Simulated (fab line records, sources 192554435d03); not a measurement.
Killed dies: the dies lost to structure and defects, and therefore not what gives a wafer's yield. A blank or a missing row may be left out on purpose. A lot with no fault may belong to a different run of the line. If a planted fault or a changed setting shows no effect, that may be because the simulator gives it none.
Lot-split experiment :: flow n5_finfet :: route with 1938 steps; 7 lots, 39 wafers read

## THE SPLIT ITSELF
At N5_DUMMY_GATE_EXPOSE_12 (exposes mask GATE, target cd 25 nm), the setting dose_mj was moved away from the recipe's 34 on 15 of the 39 wafers read, by -7.2% to +6.4%. This setting was run at the recipe's value on the other wafers.

## FROM THE SPLIT TO THE READING: what the file shows between them, 7 steps
- N5_DUMMY_GATE_PEB_13: peb time 60 s
- N5_DUMMY_GATE_DEVELOP_14: develop time 30 s
- N5_DUMMY_GATE_CD_MEAS_15: target cd 25.8 nm
- N5_DUMMY_GATE_STRIP_38: strips in N2/H2
- N5_DUMMY_GATE_STRIP_39: strips in N2/H2
- N5_DUMMY_GATE_TRIM_49: chemistry O2, time 29 s, target cd 14 nm
- N5_DUMMY_GATE_STRIP_40: strips in CF4

## THE READING
At N5_DUMMY_GATE_CD_MEAS_50: cd_nm in nanometres, against a target cd of 14 nm. Typical for fault-free wafers on this fab line: 14.0 nm, with standard deviation 0.3 nm.

wafer: L075.2
tool, chamber at the split: euv_scanner-02, 0
dose_mj as run: 34
against the recipe: recipe
cd_nm, nm: 14.2
against lot-mates on the recipe: -

wafer: L075.3
tool, chamber at the split: euv_scanner-02, 0
dose_mj as run: 34
against the recipe: recipe
cd_nm, nm: 14.2
against lot-mates on the recipe: -

wafer: L075.6
tool, chamber at the split: euv_scanner-02, 0
dose_mj as run: 34
against the recipe: recipe
cd_nm, nm: 13.8
against lot-mates on the recipe: -

wafer: L076.1
tool, chamber at the split: euv_scanner-01, 0
dose_mj as run: 34.79
against the recipe: +2.3%
cd_nm, nm: 13.7
against lot-mates on the recipe: -0.1

wafer: L076.2
tool, chamber at the split: euv_scanner-01, 0
dose_mj as run: 34
against the recipe: recipe
cd_nm, nm: 14.0
against lot-mates on the recipe: -

wafer: L076.3
tool, chamber at the split: euv_scanner-01, 0
dose_mj as run: 34.79
against the recipe: +2.3%
cd_nm, nm: 13.8
against lot-mates on the recipe: +0.0

wafer: L076.4
tool, chamber at the split: euv_scanner-01, 0
dose_mj as run: 34
against the recipe: recipe
cd_nm, nm: 14.0
against lot-mates on the recipe: -

wafer: L076.5
tool, chamber at the split: euv_scanner-01, 0
dose_mj as run: 34.79
against the recipe: +2.3%
cd_nm, nm: 13.5
against lot-mates on the recipe: -0.3

wafer: L076.6
tool, chamber at the split: euv_scanner-01, 0
dose_mj as run: 34
against the recipe: recipe
cd_nm, nm: 13.3
against lot-mates on the recipe: -

wafer: L079.1
tool, chamber at the split: euv_scanner-01, 0
dose_mj as run: 34
against the recipe: recipe
cd_nm, nm: 14.4
against lot-mates on the recipe: -

wafer: L079.2
tool, chamber at the split: euv_scanner-01, 0
dose_mj as run: 34
against the recipe: recipe
cd_nm, nm: 14.1
against lot-mates on the recipe: -

wafer: L079.3
tool, chamber at the split: euv_scanner-01, 0
dose_mj as run: 34
against the recipe: recipe
cd_nm, nm: 13.6
against lot-mates on the recipe: -

wafer: L079.4
tool, chamber at the split: euv_scanner-01, 0
dose_mj as run: 34
against the recipe: recipe
cd_nm, nm: 14.1
against lot-mates on the recipe: -

wafer: L079.5
tool, chamber at the split: euv_scanner-01, 0
dose_mj as run: 34
against the recipe: recipe
cd_nm, nm: 13.9
against lot-mates on the recipe: -

wafer: L079.6
tool, chamber at the split: euv_scanner-01, 0
dose_mj as run: 34
against the recipe: recipe
cd_nm, nm: 13.6
against lot-mates on the recipe: -

wafer: L089.1
tool, chamber at the split: euv_scanner-01, 0
dose_mj as run: 32.5
against the recipe: -4.4%
cd_nm, nm: 14.8
against lot-mates on the recipe: +0.6

wafer: L089.2
tool, chamber at the split: euv_scanner-01, 0
dose_mj as run: 32.5
against the recipe: -4.4%
cd_nm, nm: 15.1
against lot-mates on the recipe: +0.9

wafer: L089.3
tool, chamber at the split: euv_scanner-01, 0
dose_mj as run: 34
against the recipe: recipe
cd_nm, nm: 14.3
against lot-mates on the recipe: -

wafer: L089.4
tool, chamber at the split: euv_scanner-01, 0
dose_mj as run: 34
against the recipe: recipe
cd_nm, nm: 14.0
against lot-mates on the recipe: -

wafer: L089.5
tool, chamber at the split: euv_scanner-01, 0
dose_mj as run: 34
against the recipe: recipe
cd_nm, nm: 14.2
against lot-mates on the recipe: -

wafer: L089.6
tool, chamber at the split: euv_scanner-01, 0
dose_mj as run: 32.5
against the recipe: -4.4%
cd_nm, nm: 15.4
against lot-mates on the recipe: +1.2

wafer: L091.1
tool, chamber at the split: euv_scanner-01, 0
dose_mj as run: 33.21
against the recipe: -2.3%
cd_nm, nm: 14.4
against lot-mates on the recipe: +0.2

wafer: L091.2
tool, chamber at the split: euv_scanner-01, 0
dose_mj as run: 33.21
against the recipe: -2.3%
cd_nm, nm: 14.1
against lot-mates on the recipe: -0.1

wafer: L091.3
tool, chamber at the split: euv_scanner-01, 0
dose_mj as run: 34
against the recipe: recipe
cd_nm, nm: 14.0
against lot-mates on the recipe: -

wafer: L091.4
tool, chamber at the split: euv_scanner-01, 0
dose_mj as run: 34
against the recipe: recipe
cd_nm, nm: 14.2
against lot-mates on the recipe: -

wafer: L091.5
tool, chamber at the split: euv_scanner-01, 0
dose_mj as run: 33.21
against the recipe: -2.3%
cd_nm, nm: 14.6
against lot-mates on the recipe: +0.4

wafer: L091.6
tool, chamber at the split: euv_scanner-01, 0
dose_mj as run: 34
against the recipe: recipe
cd_nm, nm: 14.3
against lot-mates on the recipe: -

wafer: L095.1
tool, chamber at the split: euv_scanner-02, 0
dose_mj as run: 34
against the recipe: recipe
cd_nm, nm: 13.9
against lot-mates on the recipe: -

wafer: L095.2
tool, chamber at the split: euv_scanner-02, 0
dose_mj as run: 31.56
against the recipe: -7.2%
cd_nm, nm: 15.7
against lot-mates on the recipe: +1.7

wafer: L095.3
tool, chamber at the split: euv_scanner-02, 0
dose_mj as run: 34
against the recipe: recipe
cd_nm, nm: 14.4
against lot-mates on the recipe: -

wafer: L095.4
tool, chamber at the split: euv_scanner-02, 0
dose_mj as run: 31.56
against the recipe: -7.2%
cd_nm, nm: 15.2
against lot-mates on the recipe: +1.2

wafer: L095.5
tool, chamber at the split: euv_scanner-02, 0
dose_mj as run: 34
against the recipe: recipe
cd_nm, nm: 13.8
against lot-mates on the recipe: -

wafer: L095.6
tool, chamber at the split: euv_scanner-02, 0
dose_mj as run: 31.56
against the recipe: -7.2%
cd_nm, nm: 15.9
against lot-mates on the recipe: +1.9

wafer: L097.1
tool, chamber at the split: euv_scanner-01, 0
dose_mj as run: 36.19
against the recipe: +6.4%
cd_nm, nm: 12.1
against lot-mates on the recipe: -1.8

wafer: L097.2
tool, chamber at the split: euv_scanner-01, 0
dose_mj as run: 36.19
against the recipe: +6.4%
cd_nm, nm: 12.8
against lot-mates on the recipe: -1.1

wafer: L097.3
tool, chamber at the split: euv_scanner-01, 0
dose_mj as run: 36.19
against the recipe: +6.4%
cd_nm, nm: 12.9
against lot-mates on the recipe: -1.0

wafer: L097.4
tool, chamber at the split: euv_scanner-01, 0
dose_mj as run: 34
against the recipe: recipe
cd_nm, nm: 14.0
against lot-mates on the recipe: -

wafer: L097.5
tool, chamber at the split: euv_scanner-01, 0
dose_mj as run: 34
against the recipe: recipe
cd_nm, nm: 13.9
against lot-mates on the recipe: -

wafer: L097.6
tool, chamber at the split: euv_scanner-01, 0
dose_mj as run: 34
against the recipe: recipe
cd_nm, nm: 13.7
against lot-mates on the recipe: -

FIT RESULTS
A straight line over all 39 wafers: cd_nm changes by -0.218 nm for each +1% of dose_mj; r = -0.93; the points scatter about the line by 0.28 nm.
The same after taking each lot's own level away (the mean of its wafers on the recipe; 39 wafers): -0.195 nm for each +1%; r = -0.91; scatter 0.28 nm.
According to that fit, moving dose_mj by its largest amount changes the reading by 1.4 nm.
From 13.77 to 14.17 nm: that is the span of the lots' own levels, equal to 1.3 times the standard deviation above.
In other words, the slope is changed by the lot-to-lot level; the two fits disagree.
Check: +1.38 nm against its lot-mates is what the line predicts for one of the wafers moved furthest among these (-7.2%) when that wafer is left out of the fit. Against them it came out at +1.67 nm.

## THE WHOLE CHAIN: every reading that the file lists as answering this split, in the file's order
step: N5_DUMMY_GATE_CD_MEAS_15
what it does: target cd 25.8 nm
reading: cd_nm
change (the file's fit): -0.199 nm for each +1% of the setting
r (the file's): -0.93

step: N5_DUMMY_GATE_TRIM_49
what it does: chemistry O2, time 29 s, target cd 14 nm
reading: DUMMY_GATE.cd_nm (the simulator's own value, which no gauge read)
change (the file's fit): -0.196 nm for each +1% of the setting
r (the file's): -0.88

step: N5_DUMMY_GATE_CD_MEAS_50
what it does: target cd 14 nm
reading: cd_nm
change (the file's fit): -0.193 nm for each +1% of the setting
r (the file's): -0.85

## FILE'S OWN FIT
cd_nm changes by -0.193 nm for each +1% of dose_mj, r = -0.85.
